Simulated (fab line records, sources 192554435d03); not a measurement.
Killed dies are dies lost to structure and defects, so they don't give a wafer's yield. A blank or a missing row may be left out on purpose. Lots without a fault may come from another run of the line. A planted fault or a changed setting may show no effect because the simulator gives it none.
fab line records | flow n5_finfet
record lots=6 wafers=18 last_day=17
route steps=1938 shown BEOL_M11@1578
lots that met no fault: from a run of the same line without faults
start_h: hours from the record's first day to the start of the lot's first wafer shown | wait_h: hours since the lot's step before | " the same as in the row above | L1.1+2: a row that stands for several wafers | - no value, or no start given | * or withheld: withheld | < > ~ a bound
route shown NAME@n: a module of which the file shows steps, and the number in the route of the first | usual: mean/standard deviation of fault-free wafers | same: alike in all rows | chamber/n: place in a boat | sites: the reading at each site | _std_site: their standard deviation | _edge_site: outer sites' mean less inner sites' | radius_mm: how far each site lies from the wafer's centre | mask NAME#n: copy n | behind: the tool/chamber that last shaped the wafer | hold: why the lot was held/for how many hours/how that ended | device: the transistor (n, p or np) that didn't switch | end of line: the same wafers' tests at the end of the route | a step without rows: its recipe alone | killed: dies lost to structure and defects at the first sort, not the wafer's yield | map: a wafer's dies, x killed, . not, _ none there
set.NAME: the setting as run; set.NAME@STEP: as run at that earlier step | model.NAME: the simulator's own value behind a step, which no gauge read
lots at some steps of the route; a table a step, a row a wafer
services: from which hour (start_h, from the record's first day; less than 0 if before it) a tool's chamber was out of use, for how many hours, and why
## steps
# step N5_BEOL_M11_TRENCH_ETCH_37
# recipe chemistry=C4F6/O2 target_depth_a=1488.3 target=SiCOH_lowk time_s=48 ion_energy_ev=250 pressure_mtorr=30 source_w=345 bias_w=185 Ar_flow_sccm=300 C4F6_flow_sccm=10 O2_flow_sccm=10
# step N5_BEOL_M11_ETCH_41
# recipe chemistry=CH3F/O2 target=SiCN target_depth_a=426 taper_deg=2 time_s=86 ion_energy_ev=120 mask_material=TiN pressure_mtorr=30 source_w=395 bias_w=75 Ar_flow_sccm=150 CH3F_flow_sccm=30 O2_flow_sccm=20
# usual drypump_motor_current_A=5.7/0.4 oes_product_au=0.79/0.067 rf_vpp_V=297.9/1.7 showerhead_plenum_p_Torr=2.03/0.07 throttle_valve_pct=16.27/0.18
# columns lot.wafer tool chamber start_h wait_h drypump_motor_current_A oes_product_au rf_hours_counter_h rf_vpp_V showerhead_plenum_p_Torr throttle_valve_pct
L831.2 rie_diel-04 3 - - 5.7 0.88 29 298.5 2.12 16.10
L831.4 " 0 " " 5.1 0.73 187 297.5 1.99 16.34
L831.5 " 1 " " 5.8 0.82 - 299.5 2.10 16.32
L832.1 rie_diel-04 0 - - 5.1 0.73 189 296.8 1.99 16.33
L832.4 " 2 " " 5.6 0.86 38 298.7 2.12 16.00
L832.6 " 1 " " 5.8 0.82 - 298.6 2.10 16.33
L844.3 rie_diel-04 3 - - 5.7 0.84 51 298.5 2.11 16.14
L844.5 " 3 " " 5.7 0.85 - 298.1 2.12 16.13
L844.6 " 2 " " 5.6 0.84 - 299.6 2.12 16.05
L842.3 rie_diel-01 0 - - 6.1 0.70 237 299.2 2.05 16.37
L842.4 " 2 " " 5.2 0.75 157 294.3 1.93 16.53
L842.6 " 1 " " 6.3 0.77 - 294.8 1.93 16.13
L847.2 rie_diel-01 3 - - 6.0 0.72 213 297.9 2.00 16.42
L847.3 " 2 " " 5.2 0.75 163 294.7 1.93 16.51
L847.5 " 3 " " 6.0 0.72 - 298.0 2.00 16.41
L846.1 rie_diel-01 2 - - 5.2 0.75 163 296.6 1.93 16.53
L846.3 " 0 " " 6.0 0.69 242 297.9 2.04 16.37
L846.4 " 1 " " 6.3 0.76 126 295.0 1.93 16.14
# step N5_BEOL_M11_STRIP_77
# recipe chemistry=N2/H2 time_s=10 power_w=450 temp_c=40 pressure_mtorr=20 rf_frequency_hz=6e+07 bias_power_w=7 n2_flow_sccm=200 h2_flow_sccm=200
# usual bias_power_w=6.998/0.019 drypump_motor_current_A=5.7/0.39 oes_product_au=0.80/0.067 rf_vpp_V=59.3/0.82 showerhead_plenum_p_Torr=2.57/0.094 throttle_valve_pct=23.54/0.27
# columns lot.wafer tool chamber start_h wait_h bias_power_w drypump_motor_current_A oes_product_au rf_hours_counter_h rf_vpp_V showerhead_plenum_p_Torr throttle_valve_pct
L831.2 rie_diel-04 3 - - 6.990 5.7 0.88 29 58.6 2.68 23.35
L831.4 " 0 " " 6.997 5.1 0.74 187 59.1 2.50 23.35
L831.5 " 1 " " 6.995 5.8 0.82 - 60.6 2.68 23.77
L832.1 rie_diel-04 0 - - 6.968 5.1 0.73 189 57.7 2.50 23.35
L832.4 " 2 " " 6.979 5.6 0.88 38 61.0 2.69 23.06
L832.6 " 1 " " 7.014 5.9 0.81 - 59.5 2.68 23.80
L844.3 rie_diel-04 3 - - 6.998 5.7 0.85 51 60.5 2.67 23.39
L844.5 " 3 " " 7.037 5.7 0.85 - 59.2 2.67 23.38
L844.6 " 2 " " 7.004 5.6 0.85 - 59.2 2.68 23.08
L842.3 rie_diel-01 0 - - 6.966 6.1 0.70 237 59.4 2.60 23.72
L842.4 " 2 " " 6.974 5.1 0.75 157 58.5 2.43 23.80
L842.6 " 1 " " 6.979 6.3 0.78 - 59.5 2.45 23.69
L847.2 rie_diel-01 3 - - 7.034 6.0 0.73 213 59.6 2.51 23.30
L847.3 " 2 " " 7.011 5.2 0.76 163 58.5 2.42 23.80
L847.5 " 3 " " 7.005 6.0 0.73 - 58.6 2.51 23.28
L846.1 rie_diel-01 2 - - 7.016 5.2 0.75 163 57.7 2.42 23.82
L846.3 " 0 " " 6.991 6.1 0.70 242 58.8 2.60 23.72
L846.4 " 1 " " 6.992 6.3 0.77 126 59.3 2.45 23.69
# step N5_BEOL_M11_OCD_MEAS_38
# usual trench_depth_nm=149.5/2
# columns lot.wafer tool chamber start_h wait_h trench_depth_nm
L831.2 ocd-02 - 277.45 - 155.7
L831.4 " - " " 152.3
L831.5 " - " " 152.6
L832.1 ocd-01 - 284.30 - 149.3
L832.4 " - " " 151.4
L832.6 " - " " 149.6
L844.3 ocd-02 - 350.20 - 151.7
L844.5 " - " " 153.7
L844.6 " - " " 151.6
L842.3 ocd-02 - 350.38 - 147.7
L842.4 " - " " 147.2
L842.6 " - " " 147.3
L847.2 ocd-01 - 366.76 - 147.8
L847.3 " - " " 149.1
L847.5 " - " " 148.6
L846.1 ocd-01 - 367.29 - 146.8
L846.3 " - " " 149.4
L846.4 " - " " 147.7
# step N5_BEOL_M11_HM_STRIP_39
# recipe chemistry=peroxide_tin_strip material=TiN target_depth_a=250 temp_c=50 time_s=158
# step N5_BEOL_M11_SRD_40
# recipe time_s=30 temp_c=23 rinse_liquid=diw dry=ipa_marangoni
# step N5_BEOL_M11_PRECLEAN_42
# recipe chemistry=residue_remover time_s=60 temp_c=40
# step N5_BEOL_M11_SRD_43
# recipe time_s=30 temp_c=23 rinse_liquid=diw dry=ipa_marangoni
# step N5_BEOL_M11_CD_MEAS_35
# recipe target_cd_nm=70 polarity=opening
# usual cd_nm=70.0/0.62
# columns lot.wafer tool chamber start_h wait_h cd_nm
L831.2 cd_sem-02 - 277.61 0.0 69.7
L831.4 " - " " 70.1
L831.5 " - " " 69.7
L832.1 cd_sem-03 - 284.45 0.0 69.4
L832.4 " - " " 70.2
L832.6 " - " " 70.4
L844.3 cd_sem-03 - 350.35 0.0 69.3
L844.5 " - " " 70.2
L844.6 " - " " 70.1
L842.3 cd_sem-03 - 350.53 0.0 69.2
L842.4 " - " " 69.5
L842.6 " - " " 69.7
L847.2 cd_sem-02 - 366.93 0.0 69.0
L847.3 " - " " 69.4
L847.5 " - " " 69.9
L846.1 cd_sem-03 - 367.44 0.0 69.7
L846.3 " - " " 69.8
L846.4 " - " " 70.3
# step N5_BEOL_M11_CURE_72
# recipe temp_c=370 time_s=120 ambient=DMADMS/He material=SiCOH_lowk
# step N5_BEOL_M11_DEGAS_44
# recipe ambient=vacuum temp_c=250 time_s=60
# usual heater_power_w=323/42
# columns lot.wafer tool chamber start_h wait_h heater_power_w
L831.2 pvd_sputter-03 - 278.16 0.4 349
L831.4 " - " " 287
L831.5 " - " " 347
L832.1 pvd_sputter-03 - 284.86 0.3 336
L832.4 " - " " 268
L832.6 " - " " 265
L844.3 pvd_sputter-03 - 350.91 0.4 273
L844.5 " - " " 344
L844.6 " - " " 274
L842.3 pvd_sputter-02 - 351.38 0.5 369
L842.4 " - " " 364
L842.6 " - " " 290
L847.2 pvd_sputter-01 - 367.40 0.3 322
L847.3 " - " " 325
L847.5 " - " " 319
L846.1 pvd_sputter-02 - 368.08 0.5 356
L846.3 " - " " 286
L846.4 " - " " 374
# step N5_BEOL_M11_PRE_CLEAN_45
# recipe gas=H2/He time_s=30 temp_c=250
# usual heater_power_w=323/42
# columns lot.wafer tool chamber start_h wait_h heater_power_w
L831.2 pvd_sputter-03 - 278.20 0.0 336
L831.4 " - " " 278
L831.5 " - " " 349
L832.1 pvd_sputter-03 - 284.90 0.0 335
L832.4 " - " " 266
L832.6 " - " " 270
L844.3 pvd_sputter-03 - 350.95 0.0 278
L844.5 " - " " 349
L844.6 " - " " 283
L842.3 pvd_sputter-02 - 351.42 0.0 383
L842.4 " - " " 349
L842.6 " - " " 289
L847.2 pvd_sputter-01 - 367.44 0.0 322
L847.3 " - " " 325
L847.5 " - " " 322
L846.1 pvd_sputter-02 - 368.12 0.0 353
L846.3 " - " " 285
L846.4 " - " " 388
# step N5_BEOL_M11_ALD_74
# recipe material=TaN target_thk_a=20 temp_c=275 ald_precursor_family=PDMAT ald_co_reactant=NH3 pressure_torr=3 carrier_flow_sccm=1500 pulse_time_s=2 purge_time_s=3 co_reactant_purge_time_s=2 co_reactant_pulse_time_s=3 ald_cycles=40 precursor_vessel_temp_c=75 precursor_vessel_pressure_torr=26.25 precursor_vessel_carrier_sccm=1000
# usual ald_cycles=40/0 heater_power_w=416/48
# same co_reactant_pulse_time_s=3 pulse_time_s=2
# columns lot.wafer tool chamber start_h wait_h ald_cycles heater_power_w model.TaN_of_BEOL_M11_ALD_74.thk_nm
L831.2 ald_metal-04 2 278.26 0.0 40 394 2
L831.4 " 1 " " 40 434 2
L831.5 " 1 " " 51 433 2.6
L832.1 ald_metal-04 0 285.04 0.1 51 479 2.6
L832.4 " 2 " " 40 385 2
L832.6 " 1 " " 40 429 2
L844.3 ald_metal-02 0 351.13 0.2 40 508 2
L844.5 " 3 " " 40 404 2
L844.6 " 2 " " 40 415 2
L842.3 ald_metal-02 0 351.48 0.0 40 505 2
L842.4 " 1 " " 40 362 2
L842.6 " 2 " " 40 427 2
L847.2 ald_metal-04 3 367.50 0.0 40 390 2
L847.3 " 2 " " 40 394 2
L847.5 " 2 " " 40 387 2
L846.1 ald_metal-03 2 368.18 0.0 40 317 2
L846.3 " 0 " " 40 395 2
L846.4 " 1 " " 40 377 2
# step N5_BEOL_M11_SURFACE_TREAT_76
# recipe gas=Ar time_s=* ion_energy_ev=* ion_current_ma_cm2=0.5 pressure_mtorr=* ar_flow_sccm=30
# usual throttle_valve_pct=*
# columns lot.wafer tool chamber start_h wait_h throttle_valve_pct
L831.2 pvd_sputter-03 - 278.56 0.2 *
L831.4 " - " " *
L831.5 " - " " *
L832.1 pvd_sputter-02 - 285.32 0.2 *
L832.4 " - " " *
L832.6 " - " " *
L844.3 pvd_sputter-02 - 351.46 0.2 *
L844.5 " - " " *
L844.6 " - " " *
L842.3 pvd_sputter-03 - 351.81 0.2 *
L842.4 " - " " *
L842.6 " - " " *
L847.2 pvd_sputter-03 - 368.02 0.4 *
L847.3 " - " " *
L847.5 " - " " *
L846.1 pvd_sputter-01 - 370.12 1.8 *
L846.3 " - " " *
L846.4 " - " " *
## services
# columns tool chamber start_h hours kind
ald_metal-03 - 322.57 8.7 pm
ald_metal-02 1 330.25 8.2 repair
rie_diel-01 2 332.04 7.0 repair
ald_metal-03 - 337.36 14.0 pm
ald_metal-03 0 337.36 14.0 vent_cycle
ald_metal-03 1 337.36 14.0 vent_cycle
ald_metal-03 2 337.36 14.0 vent_cycle
ald_metal-03 3 337.36 14.0 vent_cycle
ald_metal-02 3 342.40 6.3 repair
rie_diel-04 0 346.38 11.2 repair
ald_metal-03 0 351.36 - clean
ald_metal-03 1 351.36 - clean
ald_metal-03 2 351.36 - clean
ald_metal-03 3 351.36 - clean
ald_metal-03 3 355.84 4.9 repair
## key
first_sign step=N5_BEOL_M11_ALD_74 reading=ald_cycles direction=up sigmas=99+ usual=* struck=*
effect none on later readings
model_effect step=N5_BEOL_M11_ALD_74 value=TaN_of_BEOL_M11_ALD_74.thk_nm without=2 struck=2.6
met_at N5_BEOL_M11_ALD_74
struck_wafers L831.5,L832.1
fault kind=process_parameter_drift tool=ald_metal-04 chamber=- onset_h=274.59 steps=N5_BEOL_M11_ALD_74 channel=ald_cycles offset=* shape=step end_h=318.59 scope=struck_wafers_only acts_in=* stated=*
